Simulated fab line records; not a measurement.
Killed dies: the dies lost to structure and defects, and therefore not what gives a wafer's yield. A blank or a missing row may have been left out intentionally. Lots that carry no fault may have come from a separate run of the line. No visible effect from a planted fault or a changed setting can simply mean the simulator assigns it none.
What tool caused it?    flow n5_finfet    17 wafers from 6 lots sampled at 3 of the route's 1938 steps

## WHAT THE GAUGES SHOWED, per wafer
N5_BEOL_M9_CD_MEAS_18: pitch 140 nm, target cd 70 nm.
lot   measured      on         cd_nm (nm)
L918  day 10 23:25  cd_sem-02  69.9 69.6 70.6
L919  day 11 12:02  cd_sem-03  70.2 70.1 70.1
L928  day 13 13:48  cd_sem-01  69.1 69.4 68.9
L925  day 13 19:53  cd_sem-01  68.5 69.7
L931  day 14 20:20  cd_sem-02  68.6 69.2 69.9
L934  day 15 19:36  cd_sem-02  70.5 69.4 70.3

## WHICH TOOL RAN EACH LOT (tool, then ch and the chambers of the sampled wafers, then the start)
lot   N5_BEOL_M8_DEP_56                N5_BEOL_M9_ILD_DEP_00
L918  pecvd-04 ch 0,1,2, day 10 20:47  pecvd-01 ch 0,2, day 10 20:55
L919  pecvd-04 ch 0,1,2, day 11 07:52  pecvd-03 ch 1,2, day 11 08:00
L928  pecvd-04 ch 2, day 13 09:29      pecvd-01 ch 1,2, day 13 09:38
L925  pecvd-04 ch 0,1, day 13 17:47    pecvd-03 ch 0,1, day 13 17:56
L931  pecvd-04 ch 1,2, day 14 17:19    pecvd-02 ch 1,2, day 14 17:26
L934  pecvd-02 ch 0,2, day 15 14:59    pecvd-02 ch 0,1,2, day 15 15:07
- N5_BEOL_M8_DEP_56: deposits SiCN from 3MS/NH3, target thk 10 nm, time 17.5 s.
- N5_BEOL_M9_ILD_DEP_00: deposits SiCOH lowk from DEMS/porogen, target thk 308.51 nm, time 58 s.

## THE ANSWER, worked out from the rows above alone
Rule: the lots themselves supply what counts as usual. The widest of any qualifying gaps counts: lots, ordered by their means at a reading, are off when they make up no more than a third of the lots, leave a main group of 4 or more, and stand apart from it by 3 or more times the standard deviation of that group's means. Not used: any main group whose means are identical at the precision the tables above print for the reading. Also off: a lot with no number at a reading for which 4 or more lots have one. Any other lot the step has rows for is counted as sound.
None of the lots is off at any reading shown; this tells nothing.

## WHAT THE SIMULATOR HAD INSERTED
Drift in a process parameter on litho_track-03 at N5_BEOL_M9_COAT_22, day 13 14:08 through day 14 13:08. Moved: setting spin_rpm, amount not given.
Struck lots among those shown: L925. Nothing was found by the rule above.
